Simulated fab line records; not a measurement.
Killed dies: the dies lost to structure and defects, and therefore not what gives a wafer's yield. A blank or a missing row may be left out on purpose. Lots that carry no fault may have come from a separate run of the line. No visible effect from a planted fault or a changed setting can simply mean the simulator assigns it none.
Chamber matching | flow nandHarc | NHARC_P_M1_DESCUM_14 on rieDiel-10: 4 sister chambers
The step chemistry O2, time 3 s. 18 wafers are shown with their chamber, then 9 later ones without.

## WAFERS PAIRED WITH THEIR CHAMBERS
wafer  | chamber | drypumpMotorCurrentA (A) | showerheadPlenumPTorr (Torr) | rfVppV (V)
L074.1 | 1       | 5.1                      | 1.87                         | 58.6
L074.2 | 0       | 6.0                      | 1.88                         | 57.4
L074.4 | 2       | 5.3                      | 2.03                         | 58.3
L075.3 | 3       | 5.9                      | 1.86                         | 57.3
L075.5 | 0       | 6.0                      | 1.88                         | 57.3
L075.6 | 3       | 5.9                      | 1.86                         | 58.0
L078.1 | 2       | 5.2                      | 2.03                         | 59.7
L078.2 | 0       | 6.0                      | 1.88                         | 56.9
L078.4 | 1       | 5.1                      | 1.87                         | 58.0
L083.2 | 2       | 5.3                      | 2.02                         | 58.7
L083.3 | 0       | 6.0                      | 1.87                         | 57.9
L083.4 | 3       | 5.9                      | 1.85                         | 57.0
L085.1 | 3       | 5.9                      | 1.85                         | 57.9
L085.2 | 2       | 5.2                      | 2.02                         | 59.5
L085.4 | 0       | 6.0                      | 1.87                         | 56.7
L092.1 | 2       | 5.3                      | 2.02                         | 59.1
L092.4 | 0       | 6.0                      | 1.87                         | 57.7
L092.5 | 1       | 5.1                      | 1.87                         | 57.8

SIGNATURES (averages over the wafers above)
reading               | chamber 0 | chamber 1 | chamber 2 | chamber 3 | scatter within a chamber
drypumpMotorCurrentA  | 6.000     | 5.100     | 5.260     | 5.900     | 0.0293
showerheadPlenumPTorr | 1.8750    | 1.8700    | 2.0240    | 1.8550    | 0.00514
rfVppV                | 57.317    | 58.133    | 59.060    | 57.550    | 0.493
Rule: for each reading, subtract the chamber's mean from the wafer's reading, divide by that reading's scatter and square the result; add these up over the readings and take the root, which gives the wafer's distance from the chamber. The wafer belongs to the nearest chamber; if the next one is less than 2 further off, it can't be placed. The scatter: take each reading less its chamber's mean, square it, sum over the shown wafers, divide by the number of wafers less the number of chambers, and take the root.

## WAFERS WITHOUT THEIR CHAMBER
wafer  | drypumpMotorCurrentA (A) | showerheadPlenumPTorr (Torr) | rfVppV (V)
L094.2 | 5.9                      | 1.85                         | 58.3
L094.3 | 5.0                      | 1.87                         | 57.6
L094.5 | 5.9                      | 1.85                         | 57.0
L095.1 | 5.9                      | 1.85                         | 58.4
L095.3 | 6.0                      | 1.87                         | 58.0
L095.6 | 5.9                      | 1.85                         | 57.9
L097.1 | 6.0                      | 1.87                         | 57.6
L097.3 | 5.1                      | 1.87                         | 58.2
L097.4 | 5.3                      | 2.02                         | 58.8

## CHAMBER TAKEN BY EACH
wafer  | from the rows above | in truth
L094.2 | 3                   | 3
L094.3 | 1                   | 1
L094.5 | 3                   | 3
L095.1 | 3                   | 3
L095.3 | 0                   | 0
L095.6 | 3                   | 3
L097.1 | 0                   | 0
L097.3 | 1                   | 1
L097.4 | 2                   | 2
Correct placement for 9 of the 9. Number that these rows cannot place: 0. Wrongly placed: 0.
